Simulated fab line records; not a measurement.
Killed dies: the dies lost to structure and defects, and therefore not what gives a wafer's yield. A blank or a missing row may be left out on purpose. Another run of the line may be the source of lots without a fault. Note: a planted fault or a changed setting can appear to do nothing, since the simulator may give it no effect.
Chamber matching	flow n5_finfet	N5_BEOL_M0_TRENCH_ETCH_107 on rie_diel-04 has 4 sister chambers
The step etches SiOC in C4F6/O2, target depth 32.8 nm, time 16.4 s. 8 wafers are shown with their chamber, then 10 later ones without.

## WAFERS WITH THEIR CHAMBER
wafer	chamber	drypump_motor_current_A (A)	rf_vpp_V (V)
L085.2	3	5.5	676
L085.3	2	4.7	674
L085.4	0	6.1	669
L089.3	1	5.4	655
L089.4	2	4.7	674
L089.6	1	5.4	655
L093.2	3	5.5	677
L093.4	0	6.2	667

## WAFERS WHOSE CHAMBER IS MISSING
wafer	drypump_motor_current_A (A)	rf_vpp_V (V)
L093.5	5.5	676
L094.3	5.3	656
L094.4	5.5	678
L094.5	5.5	676
L095.2	6.1	669
L095.3	5.5	677
L095.5	5.5	678
L096.2	5.4	656
L096.4	4.7	674
L096.6	4.7	676

## WHICH CHAMBER EACH WENT THROUGH
wafer	from the rows above	in truth
L093.5	3	3
L094.3	1	1
L094.4	3	3
L094.5	3	3
L095.2	0	0
L095.3	3	3
L095.5	3	3
L096.2	1	1
L096.4	2	2
L096.6	2	2
10 of 10 placed correctly. From these rows, 0 cannot be placed. Placed wrongly: 0.
How it was worked out, from the rows above alone: a wafer's distance from a chamber is the root of the sum, over the readings, of the square of ((its reading less the chamber's mean) divided by the reading's scatter). The wafer belongs to the nearest chamber; if the next one is less than 2 further off, it can't be placed. Each chamber's mean is taken over the wafers shown for it. The scatter: the root of (the sum of the squares of (reading less its chamber's mean) over the shown wafers, divided by (wafers less chambers)).
